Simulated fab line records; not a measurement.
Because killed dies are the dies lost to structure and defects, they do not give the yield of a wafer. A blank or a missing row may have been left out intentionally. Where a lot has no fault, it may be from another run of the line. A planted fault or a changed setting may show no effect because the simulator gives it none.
Which of the tools did it? ; flow nand harc ; 18 wafers from 6 lots sampled at 5 of the route's 1302 steps

WHAT THE GAUGES READ, wafer by wafer
NHARC_END_SORT_01.
lot;measured;on;killed at other
L662;day 28 19:31;prober-02;2 3 4
L668;day 30 15:14;prober-01;0 0 0
L671;day 32 20:58;prober-02;1 2 0

TOOL THAT RAN EACH LOT (tool first, then ch and the chambers of the sampled wafers, then the start)
lot;NHARC_A_STAIRCASE_TRIM_196;NHARC_A_STAIRCASE_ETCH_199;NHARC_A_STAIRCASE_ETCH_227;NHARC_A_STAIRCASE_TRIM_233
L651;rie diel-08 ch 0,2,3, day 16 07:02;rie diel-08 ch 1,2,3, day 16 11:01 or earlier;rie diel-11 ch 0,1,3, day 16 11:01;rie diel-13 ch 1,2, no start
L655;rie diel-13 ch 0,2,3, day 18 00:39;rie diel-13 ch 0,2, day 18 04:38 or earlier;rie diel-11 ch 1,3, day 18 04:38;rie diel-11 ch 0,1,3, no start
L662;rie diel-11 ch 1,2,3, day 20 10:10;rie diel-11 ch 2,3, day 20 13:44 or earlier;rie diel-13 ch 0,3, day 20 13:44;rie diel-11 ch 0,2, day 28 19:31 or earlier
L668;rie diel-13 ch 1,2,3, day 22 11:29;rie diel-13 ch 0,2,3, day 22 15:23 or earlier;rie diel-08 ch 2,3, day 22 15:23;rie diel-08 ch 1,2,3, day 30 15:14 or earlier
L671;rie diel-08 ch 2,3, day 24 07:23;rie diel-08 ch 0,2,3, day 24 11:11 or earlier;rie diel-08 ch 0,3, day 24 11:11;rie diel-13 ch 0,1,2, day 32 20:58 or earlier
L674;rie diel-13 ch 1,3, day 25 13:33;rie diel-13 ch 1,2,3, day 25 17:02 or earlier;rie diel-13 ch 0,2,3, day 25 17:02;rie diel-08 ch 0,1,3, no start
- NHARC_A_STAIRCASE_TRIM_196: chemistry O2, time 211.2 s.
- NHARC_A_STAIRCASE_ETCH_199: etches the open film in C4F8/O2, target depth 100 nm, time 40.5 s.
- NHARC_A_STAIRCASE_ETCH_227: etches the open film in C4F8/O2, target depth 100 nm, time 40.5 s.
- NHARC_A_STAIRCASE_TRIM_233: chemistry O2, time 211.2 s.

THE ANSWER, worked out from the rows above alone
Rule: the usual values come from the lots themselves. The widest of any qualifying gaps counts: lots, ordered by their means at a reading, are off when they make up no more than a third of the lots, leave a main group of 4 or more, and stand apart from it by 3 or more times the standard deviation of that group's means. If all means in a main group match to the digits the tables above print for the reading, that group is not used. Also off: a lot with no number at a reading for which 4 or more lots have one. The other lots that the step has rows for count as sound.
None of the lots is off at any reading shown; this tells nothing.

WHAT THE SIMULATOR HAD PUT IN
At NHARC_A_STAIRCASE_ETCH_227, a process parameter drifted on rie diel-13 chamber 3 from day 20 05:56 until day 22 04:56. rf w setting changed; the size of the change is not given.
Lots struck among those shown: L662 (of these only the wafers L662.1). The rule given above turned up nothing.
